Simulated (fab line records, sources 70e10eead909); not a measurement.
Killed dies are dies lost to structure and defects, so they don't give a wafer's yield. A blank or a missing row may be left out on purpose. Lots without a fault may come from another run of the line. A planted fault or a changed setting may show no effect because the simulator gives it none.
Tool commonality check | flow nand_harc | 10 lots, 30 wafers sampled

WHY IT WAS OPENED
At NHARC_A_CHANNEL_HOLE_D1_CD_MEAS_30 the reading cd_nm is flagged on 3 of 10 lots. Wafers without a fault read 89.7 nm, standard deviation 1.
Rule: a lot is flagged when every wafer of it that has a number lies more than 4 standard deviations from that mean, or none has a number. The other lots count as sound.

lot  | measured     | on        | cd_nm (nm), wafer by wafer | flag
L548 | day 9 22:37  | cd_sem-03 | 90.5 90.3 89.6             |
L550 | day 11 08:27 | cd_sem-03 | 90.1 89.5 89.6             |
L553 | day 12 09:13 | cd_sem-02 | 88.4 90.3 89.3             |
L558 | day 14 16:35 | cd_sem-02 | 88.3 89.3 88.6             |
L559 | day 14 16:36 | cd_sem-03 | 0.2 -0.2 -0.6              | FLAGGED
L560 | day 14 20:46 | cd_sem-02 | 0.4 -0.2 -0.1              | FLAGGED
L562 | day 15 13:29 | cd_sem-02 | 0.0 0.0 -0.2               | FLAGGED
L565 | day 17 10:16 | cd_sem-03 | 88.7 90.8 88.6             |
L566 | day 17 14:28 | cd_sem-03 | 89.5 89.0 89.7             |
L567 | day 17 18:40 | cd_sem-03 | 89.5 88.6 89.0             |
The numbers of the flagged lots are -0.1 nm on average: -89.8 nm against the usual, or -90 standard deviations.

WHICH TOOL RAN EACH LOT
The record holds 4 process steps before the reading, out of a route of 1302 steps. In each cell: the tool, then ch and the chambers that the sampled wafers went through, then the start.
lot  | flag    | NHARC_A_CHANNEL_HOLE_D1_DEP_00 | NHARC_A_CHANNEL_HOLE_D1_DESCUM_15  | NHARC_A_CHANNEL_HOLE_D1_ETCH_19  | NHARC_A_CHANNEL_HOLE_D1_ETCH_20
L548 |         | acl_dep-02 ch 0, day 9 11:50   | rie_diel-05 ch 0,1,3, day 9 14:29  | har_etch-01 ch 1, day 9 16:05    | har_etch-01 ch 1, day 9 16:14
L550 |         | acl_dep-02 ch 0, day 10 16:49  | rie_diel-07 ch 2,3, day 10 19:38   | har_etch-02 ch 1, day 10 22:47   | har_etch-02 ch 1, day 10 23:00
L553 |         | acl_dep-03 ch 0, day 11 13:35  | rie_diel-01 ch 0,1,3, day 11 16:30 | har_etch-02 ch 0, day 11 23:32   | har_etch-02 ch 0, day 11 23:46
L558 |         | acl_dep-03 ch 0, day 14 07:09  | rie_diel-07 ch 2,3, day 14 09:44   | har_etch-01 ch 0,1, day 14 11:04 | har_etch-01 ch 0,1, day 14 11:13
L559 | FLAGGED | acl_dep-02 ch 0, day 14 07:19  | rie_diel-01 ch 0,2,3, day 14 09:53 | har_etch-02 ch 1, day 14 11:04   | har_etch-02 ch 1, day 14 11:11
L560 | FLAGGED | acl_dep-01 ch 0, day 14 08:52  | rie_diel-01 ch 0,1,3, day 14 11:22 | har_etch-01 ch 0,1, day 14 15:13 | har_etch-01 ch 0,1, day 14 15:20
L562 | FLAGGED | acl_dep-02 ch 0, day 15 02:44  | rie_diel-01 ch 1,2, day 15 05:15   | har_etch-02 ch 0,1, day 15 06:56 | har_etch-02 ch 0,1, day 15 07:03
L565 |         | acl_dep-03 ch 0, day 16 18:17  | rie_diel-05 ch 0,2,3, day 16 21:20 | har_etch-01 ch 0,1, day 17 04:44 | har_etch-01 ch 0,1, day 17 04:51
L566 |         | acl_dep-02 ch 0, day 16 19:08  | rie_diel-07 ch 1,2, day 16 21:40   | har_etch-01 ch 0,1, day 17 08:56 | har_etch-01 ch 0,1, day 17 09:05
L567 |         | acl_dep-02 ch 0, day 17 04:19  | rie_diel-01 ch 0,1,2, day 17 06:50 | har_etch-01 ch 0,1, day 17 13:08 | har_etch-01 ch 0,1, day 17 13:17
What these steps do:
- NHARC_A_CHANNEL_HOLE_D1_DEP_00: deposits aC, target thk 3100 nm.
- NHARC_A_CHANNEL_HOLE_D1_DESCUM_15: chemistry O2, time 3 s.
- NHARC_A_CHANNEL_HOLE_D1_ETCH_19: etches the open film in C4F8/O2/Ar, time 34.5 s.
- NHARC_A_CHANNEL_HOLE_D1_ETCH_20: etches the open film in C4F8/O2/Ar, time 361.9 s, target depth 1600 nm.
- NHARC_A_CHANNEL_HOLE_D1_CD_MEAS_30

FLAGGED OVER TOTAL, TOOL BY TOOL (the gauges that took the reading come last)
step                               | tool        | lots run | flagged | share of the flagged lots | sound lots run after its first flagged lot
NHARC_A_CHANNEL_HOLE_D1_DEP_00     | acl_dep-01  | 1        | 1       | some                      | 0
NHARC_A_CHANNEL_HOLE_D1_DEP_00     | acl_dep-02  | 6        | 2       | some                      | 2 (L566,L567)
NHARC_A_CHANNEL_HOLE_D1_DEP_00     | acl_dep-03  | 3        | 0       | none                      | -
NHARC_A_CHANNEL_HOLE_D1_DESCUM_15  | rie_diel-01 | 5        | 3       | all                       | 1 (L567)
NHARC_A_CHANNEL_HOLE_D1_DESCUM_15  | rie_diel-05 | 2        | 0       | none                      | -
NHARC_A_CHANNEL_HOLE_D1_DESCUM_15  | rie_diel-07 | 3        | 0       | none                      | -
NHARC_A_CHANNEL_HOLE_D1_ETCH_19    | har_etch-01 | 6        | 1       | some                      | 3 (L565,L566,L567)
NHARC_A_CHANNEL_HOLE_D1_ETCH_19    | har_etch-02 | 4        | 2       | some                      | 0
NHARC_A_CHANNEL_HOLE_D1_ETCH_20    | har_etch-01 | 6        | 1       | some                      | 3 (L565,L566,L567)
NHARC_A_CHANNEL_HOLE_D1_ETCH_20    | har_etch-02 | 4        | 2       | some                      | 0
NHARC_A_CHANNEL_HOLE_D1_CD_MEAS_30 | cd_sem-02   | 4        | 2       | some                      | 0
NHARC_A_CHANNEL_HOLE_D1_CD_MEAS_30 | cd_sem-03   | 6        | 1       | some                      | 3 (L565,L566,L567)

WHAT THE TABLE ALLOWS
1 row of the table ran every flagged lot: rie_diel-01 at NHARC_A_CHANNEL_HOLE_D1_DESCUM_15.
- rie_diel-01 at NHARC_A_CHANNEL_HOLE_D1_DESCUM_15: 3 of its 5 lots flagged. Sound lots ran on it after the first flagged one (L567), which a lasting fault on the whole tool wouldn't allow.
No row of the table ran every flagged lot and no sound lot after the first.

WHAT THE SIMULATOR HAD PUT IN
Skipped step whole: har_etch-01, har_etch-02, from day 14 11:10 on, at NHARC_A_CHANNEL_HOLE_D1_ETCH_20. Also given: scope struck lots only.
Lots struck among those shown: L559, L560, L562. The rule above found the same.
